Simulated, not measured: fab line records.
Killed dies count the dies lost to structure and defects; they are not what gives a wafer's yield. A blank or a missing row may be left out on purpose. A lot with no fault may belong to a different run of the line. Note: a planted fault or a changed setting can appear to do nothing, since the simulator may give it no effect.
What tool caused it? | flow n5-finfet | 24 lots with 72 wafers sampled at 5 steps, on a route of 1938 steps

WHAT THE GAUGES READ, wafer by wafer
N5_BEOL_M11_INSPECT_30: inspects for defects (brightfield). Usual: 390 for raw-defect-count, sd 78.
lot  | measured     | on                | raw-defect-count | flag
L074 | day 10 09:38 | defect-inspect-01 | 308 377 409      |
L075 | day 10 18:19 | defect-inspect-01 | 311 282 421      |
L076 | day 11 13:34 | defect-inspect-02 | 444 448 357      |
L077 | day 11 15:45 | defect-inspect-02 | 375 312 416      |
L078 | day 11 15:55 | defect-inspect-02 | 446 312 395      |
L079 | day 11 23:51 | defect-inspect-01 | 358 336 297      |
L081 | day 12 06:24 | defect-inspect-01 | 338 263 285      |
L082 | day 12 08:38 | defect-inspect-01 | 361 378 380      |
L080 | day 12 08:56 | defect-inspect-02 | 439 331 543      |
L083 | day 12 20:05 | defect-inspect-02 | 450 461 406      |
L086 | day 13 15:19 | defect-inspect-02 | 248 262 359      |
L085 | day 13 19:33 | defect-inspect-02 | 363 419 395      |
L084 | day 13 19:43 | defect-inspect-02 | 498 578 562      |
L087 | day 13 21:54 | defect-inspect-01 | 392 362 275      |
L088 | day 14 01:35 | defect-inspect-02 | 315 458 412      |
L090 | day 14 16:07 | defect-inspect-01 | 355 346 327      |
L089 | day 14 16:17 | defect-inspect-02 | 403 461 257      |
L092 | day 15 01:11 | defect-inspect-01 | 441 345 352      |
L091 | day 15 03:28 | defect-inspect-01 | 444 513 314      |
L094 | day 15 09:14 | defect-inspect-02 | 408 322 352      |
L093 | day 15 16:30 | defect-inspect-01 | 295 243 345      |
L095 | day 15 22:16 | defect-inspect-02 | 317 388 525      |
L096 | day 16 01:05 | defect-inspect-01 | 601 332 466      |
L097 | day 16 10:58 | defect-inspect-01 | 445 349 340      |

N5_BEOL_M12_CD_MEAS_28: target cd 160.2 nm. Usual: 160.1 nm for cd-nm, sd 1.5.
lot  | measured     | on        | cd-nm (nm)        | flag
L074 | day 10 14:31 | cd-sem-01 | 160.4 160.2 159.0 |
L075 | day 10 23:06 | cd-sem-03 | 159.9 158.1 160.7 |
L076 | day 11 19:22 | cd-sem-02 | 161.7 157.1 160.2 |
L077 | day 11 22:43 | cd-sem-01 | 160.2 160.7 162.9 |
L078 | day 11 22:10 | cd-sem-03 | 161.6 158.3 163.2 |
L079 | day 12 05:00 | cd-sem-01 | 157.9 158.7 161.0 |
L081 | day 12 12:14 | cd-sem-02 | 160.4 161.5 161.0 |
L082 | day 12 13:59 | cd-sem-01 | 159.9 163.1 159.3 |
L080 | day 12 14:32 | cd-sem-03 | 159.9 157.6 159.8 |
L083 | day 13 02:40 | cd-sem-02 | 158.6 159.3 160.3 |
L086 | day 13 20:10 | cd-sem-02 | 160.0 159.0 160.2 |
L085 | day 14 00:02 | cd-sem-02 | 161.1 159.5 160.1 |
L084 | day 14 00:41 | cd-sem-02 | 159.6 156.3 159.3 |
L087 | day 14 03:34 | cd-sem-02 | 159.5 160.3 158.6 |
L088 | day 14 08:04 | cd-sem-02 | 159.4 159.4 159.8 |
L090 | day 14 20:53 | cd-sem-02 | 159.9 162.9 161.1 |
L089 | day 14 21:49 | cd-sem-03 | 160.7 163.7 161.8 |
L092 | day 15 06:17 | cd-sem-03 | 160.6 159.9 159.5 |
L091 | day 15 08:30 | cd-sem-02 | 161.1 161.9 160.6 |
L094 | day 15 20:19 | cd-sem-03 | 159.9 159.4 161.9 |
L093 | day 15 21:37 | cd-sem-03 | 160.1 160.6 161.2 |
L095 | day 16 04:34 | cd-sem-01 | 157.2 157.5 160.2 |
L096 | day 16 06:16 | cd-sem-02 | 159.8 160.0 159.7 |
L097 | day 16 16:11 | cd-sem-01 | 160.5 159.7 159.3 |

N5_BEOL_M12_INSPECT_30: inspects for defects (macro). Usual: 1.9 for raw-defect-count, sd 1.4.
lot  | measured     | on                | raw-defect-count | flag
L074 | day 10 14:34 | defect-inspect-01 | 2 5 4            |
L075 | day 10 23:09 | defect-inspect-01 | 3 1 0            |
L076 | day 11 19:25 | defect-inspect-02 | 2 4 2            |
L077 | day 11 22:46 | defect-inspect-02 | 4 1 2            |
L078 | day 11 22:13 | defect-inspect-02 | 0 2 1            |
L079 | day 12 05:04 | defect-inspect-01 | 3 1 3            |
L081 | day 12 12:17 | defect-inspect-01 | 2 0 1            |
L082 | day 12 14:02 | defect-inspect-02 | 1 2 2            |
L080 | day 12 14:35 | defect-inspect-02 | 3 3 1            |
L083 | day 13 02:43 | defect-inspect-02 | 2 3 0            |
L086 | day 13 20:13 | defect-inspect-02 | 2 0 3            |
L085 | day 14 00:05 | defect-inspect-02 | 2 0 1            |
L084 | day 14 00:44 | defect-inspect-02 | 3 1 2            |
L087 | day 14 03:37 | defect-inspect-02 | 3 1 5            |
L088 | day 14 08:07 | defect-inspect-02 | 1 4 3            |
L090 | day 14 20:56 | defect-inspect-02 | 1 0 2            |
L089 | day 14 21:53 | defect-inspect-02 | 1 3 1            |
L092 | day 15 06:20 | defect-inspect-01 | 1 1 2            |
L091 | day 15 08:33 | defect-inspect-01 | 2 3 3            |
L094 | day 15 20:22 | defect-inspect-02 | 4 2 3            |
L093 | day 15 21:40 | defect-inspect-01 | 1 4 0            |
L095 | day 16 04:38 | defect-inspect-02 | 1 0 2            |
L096 | day 16 06:19 | defect-inspect-01 | 1 1 2            |
L097 | day 16 16:15 | defect-inspect-02 | 2 1 3            |

N5_BEOL_M12_OCD_MEAS_35. Usual: 318 nm for trench-depth-nm, sd 4.3.
lot  | measured     | on     | trench-depth-nm (nm) | flag
L074 | day 10 15:19 | ocd-02 | 320 314 316          |
L075 | day 10 23:59 | ocd-02 | 322 314 318          |
L076 | day 11 19:59 | ocd-02 | 314 320 313          |
L077 | day 11 23:19 | ocd-02 | 320 319 315          |
L078 | day 11 22:46 | ocd-01 | 314 316 320          |
L079 | day 12 05:37 | ocd-01 | 318 321 317          |
L081 | day 12 12:50 | ocd-01 | 321 316 315          |
L082 | day 12 14:35 | ocd-01 | 315 313 318          |
L080 | day 12 15:08 | ocd-01 | 326 317 327          |
L083 | day 13 03:17 | ocd-01 | 329 316 319          |
L086 | day 13 20:47 | ocd-01 | 314 321 319          |
L085 | day 14 00:57 | ocd-02 | 315 318 318          |
L084 | day 14 01:57 | ocd-02 | 315 322 324          |
L087 | day 14 04:11 | ocd-02 | 316 315 315          |
L088 | day 14 09:10 | ocd-01 | 315 325 316          |
L090 | day 14 21:30 | ocd-02 | 308 313 317          |
L089 | day 14 22:26 | ocd-02 | 311 322 316          |
L092 | day 15 06:53 | ocd-01 | 322 317 314          |
L091 | day 15 09:09 | ocd-02 | 318 318 315          |
L094 | day 15 20:55 | ocd-02 | 322 319 320          |
L093 | day 15 22:13 | ocd-01 | 325 331 321          |
L095 | day 16 05:11 | ocd-01 | 325 319 316          |
L096 | day 16 07:03 | ocd-02 | 313 319 318          |
L097 | day 16 16:52 | ocd-02 | 321 324 322          |

TOOL THAT RAN EACH LOT (tool first, then ch and the chambers of the sampled wafers, then the start)
lot  | N5_BEOL_M11_TRENCH_ETCH_37
L074 | rie-diel-03 ch 1,2,3, day 10 14:31 or earlier
L075 | rie-diel-02 ch 1,2, day 10 23:06 or earlier
L076 | rie-diel-03 ch 0,1,2, day 11 19:22 or earlier
L077 | rie-diel-03 ch 0,1, day 11 22:43 or earlier
L078 | rie-diel-03 ch 0,3, day 11 22:10 or earlier
L079 | rie-diel-03 ch 0,1, day 12 05:00 or earlier
L081 | rie-diel-02 ch 0,2, day 12 12:14 or earlier
L082 | rie-diel-04 ch 0,1,3, day 12 13:59 or earlier
L080 | rie-diel-03 ch 2,3, day 12 14:32 or earlier
L083 | rie-diel-03 ch 0,3, day 13 02:40 or earlier
L086 | rie-diel-03 ch 0,1,3, day 13 20:10 or earlier
L085 | rie-diel-04 ch 1,2,3, day 14 00:02 or earlier
L084 | rie-diel-03 ch 0,2,3, day 14 00:41 or earlier
L087 | rie-diel-03 ch 0,1,3, day 14 03:34 or earlier
L088 | rie-diel-04 ch 2,3, day 14 08:04 or earlier
L090 | rie-diel-02 ch 2,3, day 14 20:53 or earlier
L089 | rie-diel-02 ch 2,3, day 14 21:49 or earlier
L092 | rie-diel-02 ch 2,3, day 15 06:17 or earlier
L091 | rie-diel-02 ch 0,3, day 15 08:30 or earlier
L094 | rie-diel-04 ch 2,3, day 15 20:19 or earlier
L093 | rie-diel-03 ch 0,1, day 15 21:37 or earlier
L095 | rie-diel-04 ch 1,2,3, day 16 04:34 or earlier
L096 | rie-diel-03 ch 0,1,2, day 16 06:16 or earlier
L097 | rie-diel-03 ch 1,3, day 16 16:11 or earlier
- N5_BEOL_M11_TRENCH_ETCH_37: etches SiCOH lowk in C4F6/O2, target depth 148.83 nm, time 48 s.

AS READ BY THE TOOLS THEMSELVES (means over the sampled wafers that have a number; for cases with no such wafer, the mark the record gives instead)
N5_BEOL_M11_TRENCH_ETCH_37. Usual: drypump-motor-current-A 5.9 A, standard deviation 0.5; mfc-ar-sccm 300.1 sccm, standard deviation 0.9; oes-product-au 0.76 a.u., standard deviation 0.097; rf-vpp-V 667 V, standard deviation 7.7; showerhead-plenum-p-Torr 2.86 Torr, standard deviation 0.1; throttle-valve-pct 20.92 %, standard deviation 0.15.
lot  | tool        | drypump-motor-current-A (A) | mfc-ar-sccm (sccm) | oes-product-au (a.u.) | rf-vpp-V (V) | showerhead-plenum-p-Torr (Torr) | throttle-valve-pct (%) | flag
L074 | rie-diel-03 | 5.7                         | 300.1              | 0.72                  | 662          | 2.78                            | 20.95                  |
L075 | rie-diel-02 | 6.1                         | 300.3              | 0.73                  | 662          | 2.79                            | 20.78                  |
L076 | rie-diel-03 | 5.9                         | 300.9              | 0.80                  | 667          | 2.88                            | 20.82                  |
L077 | rie-diel-03 | 6.3                         | 300.7              | 0.79                  | 668          | 2.88                            | 20.90                  |
L078 | rie-diel-03 | 5.7                         | 299.3              | 0.89                  | 673          | 2.93                            | 20.92                  |
L079 | rie-diel-03 | 6.1                         | 300.7              | 0.88                  | 673          | 2.96                            | 20.85                  |
L081 | rie-diel-02 | 5.8                         | 300.0              | 0.74                  | 668          | 2.87                            | 20.81                  |
L082 | rie-diel-04 | 6.1                         | 300.7              | 0.70                  | 669          | 2.87                            | 21.14                  |
L080 | rie-diel-03 | 5.3                         | 300.6              | 0.70                  | 662          | 2.75                            | 21.04                  |
L083 | rie-diel-03 | 5.7                         | 300.0              | 0.85                  | 673          | 2.93                            | 20.92                  |
L086 | rie-diel-03 | 5.9                         | 299.7              | 0.77                  | 667          | 2.85                            | 21.00                  |
L085 | rie-diel-04 | 5.8                         | 299.6              | 0.70                  | 665          | 2.90                            | 21.00                  |
L084 | rie-diel-03 | 5.5                         | 300.6              | 0.78                  | 668          | 2.85                            | 20.92                  |
L087 | rie-diel-03 | 5.9                         | 299.6              | 0.77                  | 669          | 2.85                            | 21.00                  |
L088 | rie-diel-04 | 5.6                         | 300.0              | 0.70                  | 663          | 2.86                            | 20.97                  |
L090 | rie-diel-02 | 6.3                         | 299.4              | 0.76                  | 667          | 2.84                            | 20.81                  |
L089 | rie-diel-02 | 6.5                         | 300.0              | 0.82                  | 669          | 2.87                            | 20.84                  |
L092 | rie-diel-02 | 6.4                         | 298.9              | 0.81                  | 670          | 2.87                            | 20.84                  |
L091 | rie-diel-02 | 5.6                         | 300.1              | 0.80                  | 676          | 2.95                            | 20.90                  |
L094 | rie-diel-04 | 5.8                         | 300.3              | 0.70                  | 670          | 2.90                            | 21.02                  |
L093 | rie-diel-03 | 6.1                         | 300.3              | 0.82                  | 673          | 2.95                            | 20.88                  |
L095 | rie-diel-04 | 5.8                         | 300.6              | 0.69                  | 664          | 2.90                            | 21.01                  |
L096 | rie-diel-03 | 5.9                         | 300.2              | 0.74                  | 667          | 2.87                            | 20.87                  |
L097 | rie-diel-03 | 6.1                         | 299.0              | 0.68                  | 661          | 2.76                            | 21.09                  |

THE ANSWER, worked out from the rows above alone
Rule: take the mean of a lot's wafers that have a number; if it is more than 3 standard deviations from the usual mean, the lot is off. Also off: a lot with no number at a reading for which 4 or more lots have one. Where the step has rows for the other lots, those lots are counted as sound. After the gauges, taken in route order, come the tools' own readings; for these a lot's mean is taken, as printed above. The first step at which some lot is off is used, and at that step the reading that is off furthest; a lot without a number counts as furthest.
Nothing can be told from this: no lot is off at any reading shown.

WHAT HAD BEEN PUT IN BY THE SIMULATOR
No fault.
